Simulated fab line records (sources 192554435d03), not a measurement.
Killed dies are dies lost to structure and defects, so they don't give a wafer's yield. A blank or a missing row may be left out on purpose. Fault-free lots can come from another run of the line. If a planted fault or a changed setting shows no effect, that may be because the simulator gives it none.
Which tool was responsible? | flow n5Finfet | 36 wafers from 12 lots sampled at 6 of the route's 1938 steps

## WHAT THE GAUGES SHOWED, per wafer
N5_BEOL_M3_INSPECT_13: inspects for defects (brightfield).
lot  | measured     | on               | rawDefectCount
L075 | day 6 23:58  | defectInspect-02 | 330 467 253
L077 | day 7 20:07  | defectInspect-01 | 426 392 598
L079 | day 8 01:17  | defectInspect-02 | 313 378 508
L081 | day 8 23:43  | defectInspect-01 | 346 357 418
L083 | day 9 03:36  | defectInspect-01 | 449 494 550
L085 | day 9 17:57  | defectInspect-02 | 362 484 457
L087 | day 10 08:19 | defectInspect-02 | 474 407 358
L089 | day 11 09:56 | defectInspect-01 | 261 317 385
L091 | day 11 12:33 | defectInspect-02 | 370 480 307
L092 | day 11 19:53 | defectInspect-02 | 584 414 263
L094 | day 12 11:29 | defectInspect-01 | 508 517 526
L096 | day 13 12:13 | defectInspect-01 | 452 329 486

## EACH LOT AND THE TOOL THAT RAN IT (in order: tool; ch and the chambers of the sampled wafers; start)
lot  | N5_BEOL_M2_TRENCH_ETCH_37                    | N5_BEOL_M2_ANNEAL_49        | N5_BEOL_M2_PRE_CLEAN_60         | N5_BEOL_M2_CO_CAP_55            | N5_BEOL_M3_ILD_DEP_00
L075 | rieDiel-04 ch 1,2, day 6 19:54 or earlier    | pvdSputter-01, day 6 19:54  | cvdCo-02 ch 0,1, day 6 22:29    | cvdCo-02 ch 0,1, day 6 22:31    | pecvd-02 ch 0,1, day 6 22:46
L077 | rieDiel-04 ch 0,1,3, day 7 15:43 or earlier  | pvdSputter-02, day 7 15:43  | cvdCo-02 ch 1,2, day 7 18:24    | cvdCo-02 ch 1,2, day 7 18:26    | pecvd-03 ch 0,2, day 7 18:41
L079 | rieDiel-02 ch 0,2,3, day 7 20:40 or earlier  | pvdSputter-01, day 7 20:40  | cvdCo-02 ch 1,2, day 7 23:11    | cvdCo-02 ch 1,2, day 7 23:13    | pecvd-03 ch 0,2, day 7 23:28
L081 | rieDiel-05 ch 0,2,3, day 8 19:05 or earlier  | pvdSputter-01, day 8 19:05  | cvdCo-02 ch 1,2, day 8 21:40    | cvdCo-02 ch 1,2, day 8 21:43    | pecvd-03 ch 0,1,2, day 8 21:58
L083 | rieDiel-05 ch 0,1,2, day 8 23:23 or earlier  | pvdSputter-03, day 8 23:23  | cvdCo-02 ch 0,1,2, day 9 01:53  | cvdCo-02 ch 0,1,2, day 9 01:56  | pecvd-02 ch 1,2, day 9 02:10
L085 | rieDiel-04 ch 0,2,3, day 9 14:14 or earlier  | pvdSputter-03, day 9 14:14  | cvdCo-02 ch 0,1,2, day 9 16:53  | cvdCo-02 ch 0,1,2, day 9 16:56  | pecvd-02 ch 0,1,2, day 9 17:10
L087 | rieDiel-04 ch 1,3, day 10 04:34 or earlier   | pvdSputter-03, day 10 04:34 | cvdCo-02 ch 0,1, day 10 07:04   | cvdCo-02 ch 0,1, day 10 07:07   | pecvd-04 ch 0,1, day 10 07:23
L089 | rieDiel-05 ch 1,2,3, day 11 04:13 or earlier | pvdSputter-02, day 11 04:13 | cvdCo-02 ch 0,1,2, day 11 07:14 | cvdCo-02 ch 0,1,2, day 11 07:17 | pecvd-03 ch 0,1, day 11 07:32
L091 | rieDiel-04 ch 1,2,3, day 11 08:40 or earlier | pvdSputter-03, day 11 08:40 | cvdCo-01 ch 0,2, day 11 11:36   | cvdCo-01 ch 0,2, day 11 11:38   | pecvd-04 ch 0,2, day 11 11:55
L092 | rieDiel-05 ch 0,1,3, day 11 15:00 or earlier | pvdSputter-01, day 11 15:00 | cvdCo-01 ch 0,1,2, day 11 17:59 | cvdCo-01 ch 0,1,2, day 11 18:02 | pecvd-02 ch 0,1,2, day 11 18:17
L094 | rieDiel-02 ch 0,3, day 12 05:40 or earlier   | pvdSputter-03, day 12 05:40 | cvdCo-02 ch 1,2, day 12 08:25   | cvdCo-02 ch 1,2, day 12 08:28   | pecvd-02 ch 0,1, day 12 08:43
L096 | rieDiel-02 ch 1,3, day 12 18:39 or earlier   | pvdSputter-02, day 12 18:39 | cvdCo-01 ch 0,1, day 13 10:53   | cvdCo-01 ch 0,1, day 13 10:55   | pecvd-03 ch 1, day 13 11:10
- N5_BEOL_M2_TRENCH_ETCH_37: etches SiOC in C4F6/O2, target depth 55.555 nm, time 29.2 s.
- N5_BEOL_M2_ANNEAL_49: time 240 s.
- N5_BEOL_M2_PRE_CLEAN_60: time 15 s.
- N5_BEOL_M2_CO_CAP_55: material Co, precursor CCTBA/H2, target thk 2 nm, time 102.1 s.
- N5_BEOL_M3_ILD_DEP_00: deposits SiOC from DEMS/O2, target thk 79 nm, time 15.3 s.

## THE ANSWER, worked out from the rows above alone
Rule: usual is defined by the lots themselves. Put in order of their means at a reading, lots are off if they are a third of the lots or fewer, leave a main group of 4 or more, and stand apart from it by a gap of 3 or more times the standard deviation of the main group's means; of several such gaps the widest counts. Not used: any main group whose means are identical at the precision the tables above print for the reading. Also off: a lot with no number at a reading for which 4 or more lots have one. Any other lot the step has rows for is counted as sound.
No lot is off at any reading shown: from this, nothing can be told.

## WHAT THE SIMULATOR HAD PUT IN
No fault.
